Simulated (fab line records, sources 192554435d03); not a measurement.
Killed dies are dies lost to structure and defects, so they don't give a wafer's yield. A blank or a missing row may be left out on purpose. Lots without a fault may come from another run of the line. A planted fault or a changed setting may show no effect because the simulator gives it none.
fab line records | flow n5_finfet | part 2 of 2: steps 25 to 34 of 34
record lots=5 wafers=15 last_day=17
route steps=1938 shown BEOL_M0@733 BEOL_M1@751
lots that met no fault: from a run of the same line without faults
start_h: hours from the record's first day to the start of the lot's first wafer shown | wait_h: hours since the lot's step before | " the same as in the row above | L1.1+2: a row that stands for several wafers | - no value, or no start given | * or withheld: withheld | < > ~ a bound
route shown NAME@n: a module of which the file shows steps, and the number in the route of the first | usual: mean/standard deviation of fault-free wafers | same: alike in all rows | chamber/n: place in a boat | sites: the reading at each site | _std_site: their standard deviation | _edge_site: outer sites' mean less inner sites' | radius_mm: how far each site lies from the wafer's centre | mask NAME#n: copy n | behind: the tool/chamber that last shaped the wafer | hold: why the lot was held/for how many hours/how that ended | device: the transistor (n, p or np) that didn't switch | end of line: the same wafers' tests at the end of the route | a step without rows: its recipe alone | killed: dies lost to structure and defects at the first sort, not the wafer's yield | map: a wafer's dies, x killed, . not, _ none there
set.NAME: the setting as run; set.NAME@STEP: as run at that earlier step | model.NAME: the simulator's own value behind a step, which no gauge read
lots at some steps of the route; a table a step, a row a wafer
services: from which hour (start_h, from the record's first day; less than 0 if before it) a tool's chamber was out of use, for how many hours, and why
## steps
# step N5_BEOL_M1_COAT_05
# recipe resist=CAR-EUV spin_rpm=1500 resist_thk_nm=30
# usual spin_speed_rpm=1500.3/0.94
# columns lot.wafer tool chamber start_h wait_h spin_speed_rpm
L074.1 litho_track-02 0 - - 1500.3
L074.3 " 0 " " 1499.7
L074.4 " 0 " " 1500.6
L079.2 litho_track-02 0 - - 1500.1
L079.3 " 0 " " 1501.1
L079.6 " 0 " " 1499.4
L085.1 litho_track-04 0 - - 1499.6
L085.2 " 0 " " 1500.9
L085.3 " 0 " " 1499.0
L086.1 litho_track-03 0 - - 1500.2
L086.3 " 0 " " 1500.1
L086.4 " 0 " " 1500.8
L088.1 litho_track-02 0 - - 1499.8
L088.5 " 0 " " 1500.1
L088.6 " 0 " " 1498.8
# step N5_BEOL_M1_EBR_07
# recipe solvent=PGMEA ebr_width_mm=1.5
# same ebr_width_mm=1.5
# columns lot.wafer tool chamber start_h wait_h
L074.1+3+4 litho_track-02 0 - -
L079.2+3+6 litho_track-02 0 - -
L085.1+2+3 litho_track-04 0 - -
L086.1+3+4 litho_track-03 0 - -
L088.1+5+6 litho_track-02 0 - -
# step N5_BEOL_M1_SOFTBAKE_06
# recipe temp_c=110 time_s=60 resist=CAR-EUV
# usual plate_temp_C=109.98/0.12
# columns lot.wafer tool chamber start_h wait_h plate_temp_C
L074.1 litho_track-02 0 - - 110.08
L074.3 " 0 " " 109.94
L074.4 " 0 " " 109.84
L079.2 litho_track-02 0 - - 110.11
L079.3 " 0 " " 110.01
L079.6 " 0 " " 110.16
L085.1 litho_track-04 0 - - 110.04
L085.2 " 0 " " 109.77
L085.3 " 0 " " 109.94
L086.1 litho_track-03 0 - - 109.87
L086.3 " 0 " " 109.93
L086.4 " 0 " " 109.85
L088.1 litho_track-02 0 - - 109.84
L088.5 " 0 " " 110.07
L088.6 " 0 " " 110.02
# step N5_BEOL_M1_EXPOSE_08
# recipe mask_id=M1 na=0.33 source_shape=dipole sigma_inner=0.369 sigma_outer=0.767 polarization=unpolarized dose_mj=33
# usual reticle_temp_C=22.98/0.1
# same dipole_opening_deg=79.7
# columns lot.wafer tool chamber start_h wait_h mask reticle_temp_C
L074.1 euv_scanner-02 0 128.59 - M1#0 22.81
L074.3 " 0 " " M1#0 23.06
L074.4 " 0 " " M1#0 22.77
L079.2 euv_scanner-02 0 151.44 - M1#0 22.91
L079.3 " 0 " " M1#0 23.02
L079.6 " 0 " " M1#0 22.92
L085.1 euv_scanner-02 0 192.14 - M1#0 22.99
L085.2 " 0 " " M1#0 23.02
L085.3 " 0 " " M1#0 23.05
L086.1 euv_scanner-02 0 198.90 - M1#0 23.07
L086.3 " 0 " " M1#0 23.10
L086.4 " 0 " " M1#0 22.93
L088.1 euv_scanner-02 0 207.82 - M1#0 22.93
L088.5 " 0 " " M1#0 22.78
L088.6 " 0 " " M1#0 23.03
# step N5_BEOL_M1_PEB_09
# recipe peb_temp_c=100 peb_time_s=60 resist=CAR-EUV
# usual plate_temp_C=100.01/0.14
# columns lot.wafer tool chamber start_h wait_h plate_temp_C
L074.1 litho_track-02 0 128.65 0.1 99.85
L074.3 " 0 " " 100.09
L074.4 " 0 " " 99.86
L079.2 litho_track-04 0 151.50 0.0 100.00
L079.3 " 0 " " 99.95
L079.6 " 0 " " 99.90
L085.1 litho_track-03 0 192.20 0.1 99.85
L085.2 " 0 " " 99.86
L085.3 " 0 " " 100.07
L086.1 litho_track-04 0 198.95 0.1 99.91
L086.3 " 0 " " 100.08
L086.4 " 0 " " 100.05
L088.1 litho_track-03 0 207.88 0.1 99.76
L088.5 " 0 " " 99.79
L088.6 " 0 " " 100.09
# step N5_BEOL_M1_DEVELOP_10
# recipe develop_time_s=30 developer=TMAH resist=CAR-EUV rinse_liquid=surfactant_rinse dry=air_spin dev_temp_c=23
# columns lot.wafer tool chamber start_h wait_h
L074.1+3+4 litho_track-02 0 - -
L079.2+3+6 litho_track-04 0 - -
L085.1+2+3 litho_track-03 0 - -
L086.1+3+4 litho_track-04 0 - -
L088.1+5+6 litho_track-03 0 - -
# step N5_BEOL_M1_CD_MEAS_11
# recipe target_cd_nm=17.05 landing_energy_ev=500 detector=se_inlens polarity=opening
# usual cd_nm=17.07/0.22
# columns lot.wafer tool chamber start_h wait_h cd_nm
L074.1 cd_sem-02 0 128.72 - 17.21
L074.3 " 0 " " 17.15
L074.4 " 0 " " 16.98
L079.2 cd_sem-03 0 151.56 - 16.91
L079.3 " 0 " " 17.20
L079.6 " 0 " " 17.50
L085.1 cd_sem-03 0 192.27 - 16.79
L085.2 " 0 " " 16.98
L085.3 " 0 " " 16.94
L086.1 cd_sem-03 0 199.02 - 16.63
L086.3 " 0 " " 16.96
L086.4 " 0 " " 17.39
L088.1 cd_sem-03 0 207.95 - 17.43
L088.5 " 0 " " 16.94
L088.6 " 0 " " 16.73
# step N5_BEOL_M1_OVL_MEAS_12
# recipe points_per_wafer=522
# usual M1_OVL=-0.3/0.7
# columns lot.wafer tool chamber start_h wait_h M1_OVL[nm]
L074.1 overlay-02 0 128.75 0.0 -1.8
L074.3 " 0 " " -0.8
L074.4 " 0 " " -0.1
L079.2 overlay-01 0 151.60 0.0 -0.2
L079.3 " 0 " " -1.7
L079.6 " 0 " " -0.8
L085.1 overlay-02 0 192.30 0.0 -1.8
L085.2 " 0 " " -1.1
L085.3 " 0 " " -2.1
L086.1 overlay-02 0 199.05 0.0 -0.3
L086.3 " 0 " " 0.1
L086.4 " 0 " " 0.5
L088.1 overlay-01 0 207.98 0.0 -0.9
L088.5 " 0 " " -0.9
L088.6 " 0 " " 0.7
# step N5_BEOL_M1_INSPECT_13
# recipe mode=adi inspect_instrument=brightfield
# usual raw_defect_count=421/90
# columns lot.wafer tool chamber start_h wait_h raw_defect_count
L074.1 defect_inspect-02 - 128.81 0.1 410
L074.3 " - " " 436
L074.4 " - " " 318
L079.2 defect_inspect-02 - 151.66 0.1 484
L079.3 " - " " 355
L079.6 " - " " 515
L085.1 defect_inspect-01 - 192.36 0.1 391
L085.2 " - " " 598
L085.3 " - " " 491
L086.1 defect_inspect-01 - 199.11 0.1 424
L086.3 " - " " 391
L086.4 " - " " 468
L088.1 defect_inspect-02 - 208.04 0.1 461
L088.5 " - " " 499
L088.6 " - " " 497
# step N5_BEOL_M1_DESCUM_16
# recipe chemistry=O2 time_s=7 source_power_w=50 bias_power_w=20 pressure_mtorr=20 rf_frequency_hz=2.712e+07 temp_c=40 resist=CAR-EUV o2_flow_sccm=225
# usual drypump_motor_current_A=5.6/0.54 oes_product_au=0.80/0.074 rf_vpp_V=243.2/1.4 showerhead_plenum_p_Torr=2.10/0.068 temp_c=40.03/0.1 throttle_valve_pct=20.45/0.24
# columns lot.wafer tool chamber start_h wait_h drypump_motor_current_A oes_product_au rf_hours_counter_h rf_vpp_V showerhead_plenum_p_Torr temp_c throttle_valve_pct
L074.1 rie_diel-01 3 128.96 0.2 6.3 0.89 26 241.8 2.06 40.13 20.11
L074.3 " 1 " " 5.8 0.72 175 240.5 2.01 39.95 20.59
L074.4 " 2 " " 5.9 0.80 85 245.3 2.22 40.17 20.52
L079.2 rie_diel-01 0 151.76 0.1 6.1 0.72 165 243.1 2.11 39.94 20.78
L079.3 " 3 " " 6.2 0.89 31 243.1 2.05 39.90 20.12
L079.6 " 1 " " 5.8 0.72 - 241.9 2.01 39.99 20.63
L085.1 rie_diel-03 3 192.50 0.1 4.7 0.77 136 243.2 2.02 40.05 20.52
L085.2 " 0 " " 5.5 0.91 17 244.2 2.13 40.14 20.26
L085.3 " 1 " " 5.0 0.83 100 243.4 2.02 40.15 20.71
L086.1 rie_diel-01 1 199.33 0.2 5.8 0.71 196 242.8 2.00 40.04 20.62
L086.3 " 0 " " 6.0 0.70 179 243.0 2.11 39.90 20.79
L086.4 " 3 " " 6.2 0.85 47 244.4 2.05 39.82 20.15
L088.1 rie_diel-06 2 208.07 0.0 6.0 0.75 166 244.7 2.16 40.13 20.24
L088.5 " 3 " " 5.9 0.75 - 243.2 2.11 40.04 20.46
L088.6 " 0 " " 6.6 0.90 - 244.1 2.13 40.15 19.81
## services
# columns tool chamber start_h hours kind
cvd_co-02 2 101.59 29.0 repair
rie_diel-01 1 103.86 16.6 repair
pvd_sputter-03 - 107.51 2.6 repair
euv_scanner-02 - 108.63 1.0 pm
cvd_co-01 - 110.13 0.6 repair
cmp-04 - 112.66 1.5 repair
pecvd-01 0 118.56 17.8 repair
ecd_cu-01 - 121.51 1.0 repair
pvd_sputter-02 - 134.88 5.2 repair
pvd_sputter-03 - 139.96 3.3 repair
pecvd-04 - 144.71 2.8 pm
cvd_co-02 0 145.23 8.1 repair
cmp-01 - 145.28 7.5 pm
rie_diel-01 - 164.46 0.3 repair
euv_scanner-02 - 164.78 1.0 pm
pvd_sputter-02 - 168.67 3.0 repair
cvd_co-01 - 172.67 4.3 pm
pecvd-02 - 173.23 2.2 repair
euv_scanner-02 - 176.37 1.6 repair
euv_scanner-02 - 185.36 4.6 pm
pecvd-03 - 193.06 0.3 repair
pecvd-01 - 200.24 6.0 pm
pecvd-02 1 202.50 1.8 repair
pecvd-04 0 207.47 14.5 repair
